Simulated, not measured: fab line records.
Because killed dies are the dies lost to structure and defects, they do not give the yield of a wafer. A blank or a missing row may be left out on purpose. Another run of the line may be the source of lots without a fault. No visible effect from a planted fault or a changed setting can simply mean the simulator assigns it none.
Shared-tool check | flow nandHarc | 2 lots, 6 wafers sampled

WHY THIS WAS OPENED
At NHARC_END_SORT_01 the reading killedAtArray is flagged on 2 of 2 lots. Fault-free wafers read 29, with a standard deviation of 10.
Rule: a lot is flagged when every wafer of it that has a number lies more than 4 standard deviations from that mean, or none has a number. The rest of the lots are taken to be sound.

lot  | measured     | on        | killedAtArray, wafer by wafer | flag
L219 | day 21 02:30 | prober-02 | 104 113 119                   | FLAGGED
L218 | day 21 18:05 | prober-01 | 116 127 113                   | FLAGGED
On average the flagged lots' numbers are 115, which is +86 against the usual, or +9 standard deviations.

EACH LOT AND THE TOOL IT RAN ON
2 process steps preceding the reading are held in the record, out of 1159 steps in the route. Every cell lists first the tool, next ch and the chambers used by the sampled wafers, and last the start.
lot  | flag    | NHARC_A_CHANNEL_FILL_D1_ALD_15    | NHARC_THIN_TSV_PVD_19
L219 | FLAGGED | aldSinBatch-02 ch 0, day 10 09:32 | pvdSputter-03, day 20 03:59 or earlier
L218 | FLAGGED | aldSinBatch-02 ch 0, day 10 09:32 | pvdSputter-02, day 20 10:56 or earlier
What the steps here do:
- NHARC_A_CHANNEL_FILL_D1_ALD_15: deposits SiNx, target thk 2 nm, pulse time 60 s, ald cycles 19.
- NHARC_THIN_TSV_PVD_19: deposits TaN, target thk 20 nm.
- NHARC_END_SORT_01

FLAGGED OVER TOTAL, TOOL BY TOOL (the gauges that took the reading come last)
step                           | tool           | lots run | flagged | share of the flagged lots | sound lots run after its first flagged lot
NHARC_A_CHANNEL_FILL_D1_ALD_15 | aldSinBatch-02 | 2        | 2       | all                       | 0
NHARC_THIN_TSV_PVD_19          | pvdSputter-02  | 1        | 1       | some                      | 0
NHARC_THIN_TSV_PVD_19          | pvdSputter-03  | 1        | 1       | some                      | 0
NHARC_END_SORT_01              | prober-01      | 1        | 1       | some                      | 0
NHARC_END_SORT_01              | prober-02      | 1        | 1       | some                      | 0
Because NHARC_THIN_TSV_PVD_19 lacks a start for some lots, the hours and order of its lots are taken from NHARC_THIN_TSV_CD_MEAS_33.

WHAT THE TABLE ALLOWS
Rows of the table that ran each flagged lot: 1, that is aldSinBatch-02 at NHARC_A_CHANNEL_FILL_D1_ALD_15.
- aldSinBatch-02 at NHARC_A_CHANNEL_FILL_D1_ALD_15: 2 of its 2 lots flagged. Because this sample shows no sound lot run on it before its first flagged lot, the start cannot be pinned down more closely.
What remains is a single tool, aldSinBatch-02 at NHARC_A_CHANNEL_FILL_D1_ALD_15.

WHAT THE SIMULATOR HAD INSERTED
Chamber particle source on aldSinBatch-02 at NHARC_A_CHANNEL_FILL_D1_ALD_15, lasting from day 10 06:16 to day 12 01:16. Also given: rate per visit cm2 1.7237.
Struck lots among those shown: L219, L218. The rule above found the same.
